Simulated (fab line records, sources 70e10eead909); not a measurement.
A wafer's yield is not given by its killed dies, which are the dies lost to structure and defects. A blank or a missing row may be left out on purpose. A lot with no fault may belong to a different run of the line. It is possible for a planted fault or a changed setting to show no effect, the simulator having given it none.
What tool caused it? | flow nand-harc | 23 lots with 69 wafers sampled at 6 steps, on a route of 1302 steps

WHAT EACH GAUGE READ, for each wafer
Not one reading of a measure or inspect step in the record can be checked against a usual standard deviation.

EACH LOT AND THE TOOL THAT RAN IT (in order: tool; ch and the chambers of the sampled wafers; start)
lot  | NHARC_A_STAIRCASE_TRIM_187         | NHARC_A_STAIRCASE_TRIM_189                    | NHARC_A_STAIRCASE_ETCH_190                  | NHARC_A_STAIRCASE_ETCH_201                    | NHARC_A_STAIRCASE_TRIM_231                  | NHARC_A_STAIRCASE_STRIP_295
L075 | rie-diel-05 ch 1,2,3, day 15 15:36 | rie-diel-05 ch 0,3, no start                  | rie-diel-05 ch 1,2,3, no start              | rie-diel-04 ch 0,2, no start                  | rie-diel-05 ch 1,3, no start                | rie-diel-02 ch 0,1,3, no start
L074 | rie-diel-05 ch 0,3, day 16 15:07   | rie-diel-05 ch 0,3, no start                  | rie-diel-05 ch 0,1,2, no start              | rie-diel-05 ch 1,2,3, no start                | rie-diel-04 ch 0,1,3, no start              | rie-diel-02 ch 0,1,2, no start
L077 | rie-diel-05 ch 0,1,3, day 16 21:22 | rie-diel-05 ch 0,1, no start                  | rie-diel-05 ch 0,2, no start                | rie-diel-05 ch 0,2, no start                  | rie-diel-04 ch 0,1,2, no start              | rie-diel-04 ch 0,1,2, no start
L076 | rie-diel-05 ch 0,1,2, day 16 21:42 | rie-diel-05 ch 0,1,2, no start                | rie-diel-05 ch 0,1,2, no start              | rie-diel-04 ch 0,1,3, no start                | rie-diel-05 ch 0,1,2, no start              | rie-diel-04 ch 0,1,2, no start
L079 | rie-diel-04 ch 0,1,3, day 17 12:04 | rie-diel-04 ch 0,1,2, no start                | rie-diel-04 ch 0,1,3, no start              | rie-diel-05 ch 2,3, no start                  | rie-diel-05 ch 0,1,2, no start              | rie-diel-05 ch 1,3, no start
L080 | rie-diel-02 ch 1,2,3, day 18 03:35 | rie-diel-02 ch 0,2,3, no start                | rie-diel-02 ch 0,1,3, no start              | rie-diel-02 ch 0,3, no start                  | rie-diel-02 ch 0,2,3, no start              | rie-diel-04 ch 1,2,3, no start
L082 | rie-diel-05 ch 0,2,3, day 19 04:37 | rie-diel-05 ch 1,2,3, no start                | rie-diel-05 ch 0,1,2, no start              | rie-diel-05 ch 0,1,2, no start                | rie-diel-05 ch 0,2,3, no start              | rie-diel-04 ch 0,1,3, no start
L081 | rie-diel-02 ch 0,2, day 19 06:08   | rie-diel-02 ch 0,1,2, day 20 05:58 or earlier | rie-diel-02 ch 1,2, day 20 05:58 or earlier | rie-diel-05 ch 1,2,3, day 20 05:58 or earlier | rie-diel-02 ch 0,1, day 20 05:58 or earlier | rie-diel-05 ch 0,3, day 20 05:58
L083 | rie-diel-04 ch 1,2, day 19 20:21   | rie-diel-04 ch 0,1,2, no start                | rie-diel-04 ch 0,3, no start                | rie-diel-04 ch 1,2,3, no start                | rie-diel-05 ch 0,1,2, no start              | rie-diel-02 ch 0,2, no start
L084 | rie-diel-02 ch 0,2, day 20 12:36   | rie-diel-02 ch 0,2, no start                  | rie-diel-02 ch 0,2, no start                | rie-diel-02 ch 0,2, no start                  | rie-diel-04 ch 1,2,3, no start              | rie-diel-02 ch 0,1, no start
L085 | rie-diel-02 ch 0, day 20 16:53     | rie-diel-02 ch 0,2, no start                  | rie-diel-02 ch 0,2, no start                | rie-diel-04 ch 0,2, no start                  | rie-diel-05 ch 0,3, no start                | rie-diel-05 ch 0,2, no start
L086 | rie-diel-05 ch 0,1,3, day 20 18:06 | rie-diel-05 ch 0,1,3, no start                | rie-diel-05 ch 0,3, no start                | rie-diel-05 ch 0,1, no start                  | rie-diel-02 ch 0,2, no start                | rie-diel-05 ch 2,3, no start
L087 | rie-diel-04 ch 0,2,3, day 20 21:04 | rie-diel-04 ch 0,2,3, no start                | rie-diel-04 ch 0,2,3, no start              | rie-diel-04 ch 0,1, no start                  | rie-diel-04 ch 0,2, no start                | rie-diel-05 ch 0,2, no start
L089 | rie-diel-02 ch 1,3, day 21 20:20   | rie-diel-02 ch 2,3, no start                  | rie-diel-02 ch 1,2, no start                | rie-diel-04 ch 0,1,2, no start                | rie-diel-04 ch 0,1,3, no start              | rie-diel-02 ch 0,3, no start
L088 | rie-diel-04 ch 0,3, day 21 22:22   | rie-diel-04 ch 0,3, no start                  | rie-diel-04 ch 0,1, no start                | rie-diel-05 ch 0,3, no start                  | rie-diel-02 ch 0,2, no start                | rie-diel-02 ch 1,2,3, no start
L090 | rie-diel-04 ch 2,3, day 23 03:08   | rie-diel-04 ch 1,2,3, no start                | rie-diel-04 ch 0,1,3, no start              | rie-diel-05 ch 0,1,2, no start                | rie-diel-05 ch 1,2,3, no start              | rie-diel-02 ch 2,3, no start
L091 | rie-diel-05 ch 1,2,3, day 23 03:26 | rie-diel-05 ch 1,2, no start                  | rie-diel-05 ch 1,2,3, no start              | rie-diel-02 ch 0,2,3, no start                | rie-diel-02 ch 1,2, no start                | rie-diel-02 ch 1,2, no start
L092 | rie-diel-05 ch 0,2, day 23 08:34   | rie-diel-05 ch 2,3, no start                  | rie-diel-05 ch 1,2, no start                | rie-diel-02 ch 1,3, no start                  | rie-diel-02 ch 1,2,3, no start              | rie-diel-02 ch 0,2, no start
L093 | rie-diel-02 ch 0,1, day 23 22:26   | rie-diel-02 ch 2,3, no start                  | rie-diel-02 ch 1,2,3, no start              | rie-diel-05 ch 1,3, no start                  | rie-diel-04 ch 2,3, no start                | rie-diel-04 ch 1,2, no start
L095 | rie-diel-05 ch 1,2,3, day 24 10:37 | rie-diel-05 ch 1,2,3, no start                | rie-diel-05 ch 1,2,3, no start              | rie-diel-05 ch 0,1,3, no start                | rie-diel-05 ch 1,2,3, no start              | rie-diel-02 ch 0,1,3, no start
L094 | rie-diel-02 ch 1,2,3, day 24 16:32 | rie-diel-02 ch 2,3, no start                  | rie-diel-02 ch 0,2,3, no start              | rie-diel-04 ch 0,1,3, no start                | rie-diel-05 ch 1,2,3, no start              | rie-diel-02 ch 0,2,3, no start
L096 | rie-diel-05 ch 0,2,3, day 24 22:57 | rie-diel-05 ch 0,1,3, no start                | rie-diel-05 ch 0,1,2, no start              | rie-diel-04 ch 0,1,2, no start                | rie-diel-04 ch 0,1,3, no start              | rie-diel-02 ch 0,2,3, no start
L097 | rie-diel-02 ch 0,2,3, day 25 13:15 | rie-diel-02 ch 0,2,3, no start                | rie-diel-02 ch 0,1,3, no start              | rie-diel-04 ch 0,2,3, no start                | rie-diel-04 ch 0,2,3, no start              | rie-diel-02 ch 0,3, no start
- NHARC_A_STAIRCASE_TRIM_187: chemistry O2, time 211.2 s.
- NHARC_A_STAIRCASE_TRIM_189: chemistry O2, time 211.2 s.
- NHARC_A_STAIRCASE_ETCH_190: etches the open film in C4F8/O2, target depth 100 nm, time 40.5 s.
- NHARC_A_STAIRCASE_ETCH_201: etches the open film in C4F8/O2, target depth 100 nm, time 40.5 s.
- NHARC_A_STAIRCASE_TRIM_231: chemistry O2, time 211.2 s.
- NHARC_A_STAIRCASE_STRIP_295: strips in O2.

AS READ BY THE TOOLS THEMSELVES (means over the sampled wafers that have a number; for cases with no such wafer, the mark the record gives instead)
NHARC_A_STAIRCASE_TRIM_187. Usual: drypump-motor-current-A 5.5 A, standard deviation 0.52; oes-product-au 1.001 a.u., standard deviation 0.0075; rf-vpp-V 57.7 V, standard deviation 0.9; showerhead-plenum-p-Torr 3.48 Torr, standard deviation 0.12; throttle-valve-pct 17.036 %, standard deviation 0.0092.
lot  | tool        | drypump-motor-current-A (A) | oes-product-au (a.u.) | rf-vpp-V (V) | showerhead-plenum-p-Torr (Torr) | throttle-valve-pct (%) | flag
L075 | rie-diel-05 | 5.3                         | 0.999                 | 57.2         | 3.50                            | 17.041                 |
L074 | rie-diel-05 | 5.3                         | 1.002                 | 57.5         | 3.44                            | 17.031                 |
L077 | rie-diel-05 | 5.3                         | 1.012                 | 57.8         | 3.51                            | 17.041                 |
L076 | rie-diel-05 | 5.7                         | 1.004                 | 58.1         | 3.54                            | 17.038                 |
L079 | rie-diel-04 | 5.9                         | 1.002                 | 57.2         | 3.48                            | 17.040                 |
L080 | rie-diel-02 | 5.7                         | 1.003                 | 57.1         | 3.56                            | 17.048                 |
L082 | rie-diel-05 | 5.8                         | 1.000                 | 57.6         | 3.46                            | 17.042                 |
L081 | rie-diel-02 | 5.5                         | 0.996                 | 57.6         | 3.51                            | 17.034                 |
L083 | rie-diel-04 | 5.6                         | 0.994                 | 57.6         | 3.41                            | 17.035                 |
L084 | rie-diel-02 | 5.3                         | 0.989                 | 58.2         | 3.45                            | 17.038                 |
L085 | rie-diel-02 | 5.1                         | 1.005                 | 58.5         | 3.40                            | 17.032                 |
L086 | rie-diel-05 | 5.3                         | 1.002                 | 57.8         | 3.50                            | 17.031                 |
L087 | rie-diel-04 | 5.7                         | 1.001                 | 57.6         | 3.43                            | 17.037                 |
L089 | rie-diel-02 | 5.6                         | 0.998                 | 57.6         | 3.46                            | 17.032                 |
L088 | rie-diel-04 | 5.8                         | 0.996                 | 57.9         | 3.44                            | 17.038                 |
L090 | rie-diel-04 | 5.5                         | 0.996                 | 56.9         | 3.40                            | 17.036                 |
L091 | rie-diel-05 | 5.3                         | 0.999                 | 57.7         | 3.47                            | 17.039                 |
L092 | rie-diel-05 | 6.2                         | 1.002                 | 57.7         | 3.47                            | 17.046                 |
L093 | rie-diel-02 | 5.5                         | 1.004                 | 58.2         | 3.65                            | 17.043                 |
L095 | rie-diel-05 | 5.3                         | 1.001                 | 57.8         | 3.46                            | 17.029                 |
L094 | rie-diel-02 | 5.7                         | 0.999                 | 58.1         | 3.53                            | 17.046                 |
L096 | rie-diel-05 | 5.8                         | 1.002                 | 57.6         | 3.43                            | 17.042                 |
L097 | rie-diel-02 | 5.5                         | 1.010                 | 57.1         | 3.40                            | 17.036                 |

NHARC_A_STAIRCASE_TRIM_189. Usual: drypump-motor-current-A 5.5 A, standard deviation 0.51; oes-product-au 0.999 a.u., standard deviation 0.008; rf-vpp-V 57.6 V, standard deviation 0.89; showerhead-plenum-p-Torr 3.47 Torr, standard deviation 0.11; throttle-valve-pct 17.035 %, standard deviation 0.0099.
lot  | tool        | drypump-motor-current-A (A) | oes-product-au (a.u.) | rf-vpp-V (V) | showerhead-plenum-p-Torr (Torr) | throttle-valve-pct (%) | flag
L075 | rie-diel-05 | 5.7                         | 1.014                 | 57.3         | 3.48                            | 17.025                 |
L074 | rie-diel-05 | 5.7                         | 0.998                 | 56.8         | 3.48                            | 17.026                 |
L077 | rie-diel-05 | 5.3                         | 1.008                 | 58.1         | 3.59                            | 17.050                 |
L076 | rie-diel-05 | 5.7                         | 1.003                 | 58.2         | 3.54                            | 17.039                 |
L079 | rie-diel-04 | 5.5                         | 1.004                 | 57.3         | 3.40                            | 17.030                 |
L080 | rie-diel-02 | 5.5                         | 1.001                 | 57.6         | 3.43                            | 17.039                 |
L082 | rie-diel-05 | 5.3                         | 0.996                 | 57.2         | 3.49                            | 17.037                 |
L081 | rie-diel-02 | 5.5                         | 1.001                 | 57.6         | 3.59                            | 17.029                 |
L083 | rie-diel-04 | 5.6                         | 0.997                 | 57.8         | 3.39                            | 17.041                 |
L084 | rie-diel-02 | 5.5                         | 1.001                 | 57.1         | 3.50                            | 17.038                 |
L085 | rie-diel-02 | 5.5                         | 1.004                 | 58.1         | 3.50                            | 17.045                 |
L086 | rie-diel-05 | 5.3                         | 0.997                 | 58.9         | 3.50                            | 17.032                 |
L087 | rie-diel-04 | 5.6                         | 0.995                 | 56.9         | 3.43                            | 17.037                 |
L089 | rie-diel-02 | 5.6                         | 1.004                 | 57.8         | 3.38                            | 17.036                 |
L088 | rie-diel-04 | 5.8                         | 1.001                 | 58.2         | 3.44                            | 17.039                 |
L090 | rie-diel-04 | 5.7                         | 0.989                 | 57.0         | 3.44                            | 17.029                 |
L091 | rie-diel-05 | 5.3                         | 0.993                 | 56.8         | 3.54                            | 17.036                 |
L092 | rie-diel-05 | 5.8                         | 1.003                 | 57.8         | 3.42                            | 17.039                 |
L093 | rie-diel-02 | 5.6                         | 1.003                 | 57.8         | 3.38                            | 17.028                 |
L095 | rie-diel-05 | 5.3                         | 0.990                 | 57.2         | 3.46                            | 17.038                 |
L094 | rie-diel-02 | 5.7                         | 0.989                 | 58.7         | 3.45                            | 17.034                 |
L096 | rie-diel-05 | 5.3                         | 0.997                 | 57.4         | 3.48                            | 17.042                 |
L097 | rie-diel-02 | 5.5                         | 1.007                 | 57.8         | 3.40                            | 17.033                 |

NHARC_A_STAIRCASE_ETCH_190. Usual: oes-product-au 0.942 a.u., standard deviation 0.01; rf-vpp-V 894 V, standard deviation 4.2.
lot  | tool        | oes-product-au (a.u.) | rf-vpp-V (V) | flag
L075 | rie-diel-05 | 0.953                 | 895          |
L074 | rie-diel-05 | 0.952                 | 897          |
L077 | rie-diel-05 | 0.940                 | 894          |
L076 | rie-diel-05 | 0.938                 | 896          |
L079 | rie-diel-04 | 0.926                 | 894          |
L080 | rie-diel-02 | 0.940                 | 894          |
L082 | rie-diel-05 | 0.947                 | 896          |
L081 | rie-diel-02 | 0.937                 | 900          |
L083 | rie-diel-04 | 0.940                 | 894          |
L084 | rie-diel-02 | 0.941                 | 893          |
L085 | rie-diel-02 | 0.931                 | 895          |
L086 | rie-diel-05 | 0.927                 | 892          |
L087 | rie-diel-04 | 0.948                 | 892          |
L089 | rie-diel-02 | 0.958                 | 903          |
L088 | rie-diel-04 | 0.940                 | 892          |
L090 | rie-diel-04 | 0.950                 | 893          |
L091 | rie-diel-05 | 0.943                 | 894          |
L092 | rie-diel-05 | 0.935                 | 896          |
L093 | rie-diel-02 | 0.940                 | 896          |
L095 | rie-diel-05 | 0.937                 | 894          |
L094 | rie-diel-02 | 0.940                 | 892          |
L096 | rie-diel-05 | 0.954                 | 895          |
L097 | rie-diel-02 | 0.940                 | 894          |

NHARC_A_STAIRCASE_ETCH_201. Usual: oes-product-au 0.944 a.u., standard deviation 0.011; rf-vpp-V 893 V, standard deviation 3.8.
lot  | tool        | oes-product-au (a.u.) | rf-vpp-V (V) | flag
L075 | rie-diel-04 | 0.949                 | 891          |
L074 | rie-diel-05 | 0.951                 | 895          |
L077 | rie-diel-05 | 0.952                 | 895          |
L076 | rie-diel-04 | 0.958                 | 894          |
L079 | rie-diel-05 | 0.950                 | 893          |
L080 | rie-diel-02 | 0.935                 | 888          |
L082 | rie-diel-05 | 0.945                 | 896          |
L081 | rie-diel-05 | 0.923                 | 895          |
L083 | rie-diel-04 | 0.936                 | 894          |
L084 | rie-diel-02 | 0.937                 | 895          |
L085 | rie-diel-04 | 0.939                 | 890          |
L086 | rie-diel-05 | 0.939                 | 896          |
L087 | rie-diel-04 | 0.953                 | 891          |
L089 | rie-diel-04 | 0.948                 | 891          |
L088 | rie-diel-05 | 0.956                 | 892          |
L090 | rie-diel-05 | 0.949                 | 895          |
L091 | rie-diel-02 | 0.946                 | 892          |
L092 | rie-diel-02 | 0.936                 | 899          |
L093 | rie-diel-05 | 0.944                 | 895          |
L095 | rie-diel-05 | 0.935                 | 893          |
L094 | rie-diel-04 | 0.951                 | 893          |
L096 | rie-diel-04 | 0.946                 | 891          |
L097 | rie-diel-04 | 0.938                 | 891          |

NHARC_A_STAIRCASE_TRIM_231. Usual: drypump-motor-current-A 5.6 A, standard deviation 0.51; oes-product-au 1.000 a.u., standard deviation 0.0065; rf-vpp-V 57.8 V, standard deviation 0.86; showerhead-plenum-p-Torr 3.49 Torr, standard deviation 0.12; throttle-valve-pct 17.037 %, standard deviation 0.0077.
lot  | tool        | drypump-motor-current-A (A) | oes-product-au (a.u.) | rf-vpp-V (V) | showerhead-plenum-p-Torr (Torr) | throttle-valve-pct (%) | flag
L075 | rie-diel-05 | 4.8                         | 1.003                 | 57.5         | 3.54                            | 17.042                 |
L074 | rie-diel-04 | 5.9                         | 0.999                 | 57.8         | 3.49                            | 17.039                 |
L077 | rie-diel-04 | 5.6                         | 0.995                 | 57.5         | 3.41                            | 17.034                 |
L076 | rie-diel-05 | 5.7                         | 1.018                 | 57.9         | 3.54                            | 17.035                 |
L079 | rie-diel-05 | 5.8                         | 0.999                 | 58.3         | 3.53                            | 17.039                 |
L080 | rie-diel-02 | 5.5                         | 1.001                 | 57.2         | 3.42                            | 17.033                 |
L082 | rie-diel-05 | 5.8                         | 0.993                 | 58.0         | 3.46                            | 17.035                 |
L081 | rie-diel-02 | 5.3                         | 0.999                 | 58.1         | 3.54                            | 17.035                 |
L083 | rie-diel-05 | 5.7                         | 1.002                 | 58.6         | 3.53                            | 17.037                 |
L084 | rie-diel-04 | 5.7                         | 1.003                 | 57.3         | 3.45                            | 17.045                 |
L085 | rie-diel-05 | 5.7                         | 0.999                 | 57.6         | 3.47                            | 17.034                 |
L086 | rie-diel-02 | 5.5                         | 0.995                 | 57.5         | 3.50                            | 17.044                 |
L087 | rie-diel-04 | 5.4                         | 1.001                 | 59.0         | 3.37                            | 17.034                 |
L089 | rie-diel-04 | 5.9                         | 0.998                 | 57.1         | 3.46                            | 17.039                 |
L088 | rie-diel-02 | 5.5                         | 1.001                 | 57.8         | 3.50                            | 17.039                 |
L090 | rie-diel-05 | 5.3                         | 0.991                 | 57.4         | 3.47                            | 17.040                 |
L091 | rie-diel-02 | 5.7                         | 0.998                 | 57.2         | 3.62                            | 17.026                 |
L092 | rie-diel-02 | 5.7                         | 0.999                 | 58.4         | 3.54                            | 17.035                 |
L093 | rie-diel-04 | 5.8                         | 0.997                 | 57.5         | 3.48                            | 17.032                 |
L095 | rie-diel-05 | 5.3                         | 0.996                 | 58.6         | 3.46                            | 17.033                 |
L094 | rie-diel-05 | 5.3                         | 1.000                 | 57.7         | 3.46                            | 17.039                 |
L096 | rie-diel-04 | 5.9                         | 0.999                 | 57.2         | 3.45                            | 17.038                 |
L097 | rie-diel-04 | 5.6                         | 0.999                 | 56.9         | 3.41                            | 17.036                 |

NHARC_A_STAIRCASE_STRIP_295. Usual: drypump-motor-current-A 5.6 A, standard deviation 0.42; oes-product-au 1.000 a.u., standard deviation 0.0083; rf-vpp-V 57.6 V, standard deviation 0.93; showerhead-plenum-p-Torr 3.47 Torr, standard deviation 0.15; throttle-valve-pct 17.036 %, standard deviation 0.0091.
lot  | tool        | drypump-motor-current-A (A) | oes-product-au (a.u.) | rf-vpp-V (V) | showerhead-plenum-p-Torr (Torr) | throttle-valve-pct (%) | flag
L075 | rie-diel-02 | 5.5                         | 1.008                 | 57.5         | 3.34                            | 17.043                 |
L074 | rie-diel-02 | 5.5                         | 1.007                 | 58.0         | 3.42                            | 17.045                 |
L077 | rie-diel-04 | 5.5                         | 0.998                 | 57.8         | 3.40                            | 17.034                 |
L076 | rie-diel-04 | 5.6                         | 1.012                 | 57.1         | 3.40                            | 17.039                 |
L079 | rie-diel-05 | 4.9                         | 0.989                 | 57.9         | 3.46                            | 17.027                 |
L080 | rie-diel-04 | 5.7                         | 1.000                 | 56.6         | 3.45                            | 17.029                 |
L082 | rie-diel-04 | 5.9                         | 0.999                 | 57.5         | 3.47                            | 17.032                 |
L081 | rie-diel-05 | 5.3                         | 1.004                 | 57.4         | 3.42                            | 17.042                 |
L083 | rie-diel-02 | 5.3                         | 0.994                 | 57.9         | 3.45                            | 17.032                 |
L084 | rie-diel-02 | 5.3                         | 1.000                 | 57.6         | 3.53                            | 17.043                 |
L085 | rie-diel-05 | 6.2                         | 0.994                 | 57.4         | 3.48                            | 17.037                 |
L086 | rie-diel-05 | 5.8                         | 0.997                 | 56.3         | 3.42                            | 17.043                 |
L087 | rie-diel-05 | 6.2                         | 0.990                 | 57.6         | 3.48                            | 17.042                 |
L089 | rie-diel-02 | 5.3                         | 1.008                 | 57.4         | 3.36                            | 17.030                 |
L088 | rie-diel-02 | 5.7                         | 1.001                 | 59.2         | 3.54                            | 17.031                 |
L090 | rie-diel-02 | 5.7                         | 1.010                 | 57.4         | 3.37                            | 17.047                 |
L091 | rie-diel-02 | 5.7                         | 1.005                 | 58.8         | 3.62                            | 17.033                 |
L092 | rie-diel-02 | 5.3                         | 1.004                 | 58.1         | 3.43                            | 17.037                 |
L093 | rie-diel-04 | 5.6                         | 1.006                 | 56.8         | 3.39                            | 17.033                 |
L095 | rie-diel-02 | 5.5                         | 0.997                 | 57.4         | 3.48                            | 17.039                 |
L094 | rie-diel-02 | 5.4                         | 1.000                 | 57.0         | 3.40                            | 17.041                 |
L096 | rie-diel-02 | 5.5                         | 1.000                 | 58.6         | 3.40                            | 17.037                 |
L097 | rie-diel-02 | 5.4                         | 0.991                 | 57.2         | 3.31                            | 17.032                 |

THE ANSWER, worked out from the rows above alone
Rule: take the mean of a lot's wafers that have a number; if it is more than 3 standard deviations from the usual mean, the lot is off. Also off: a lot with no number at a reading for which 4 or more lots have one. All remaining lots with rows at the step are treated as sound. Order of review: gauges by route order, followed by the tools' own readings, for which a lot's mean as printed above is used. The first step at which some lot is off is used, and at that step the reading that is off furthest; a lot without a number counts as furthest.
Across all readings shown, no lot is off: no conclusion can be drawn from this.

WHAT THE SIMULATOR PUT IN
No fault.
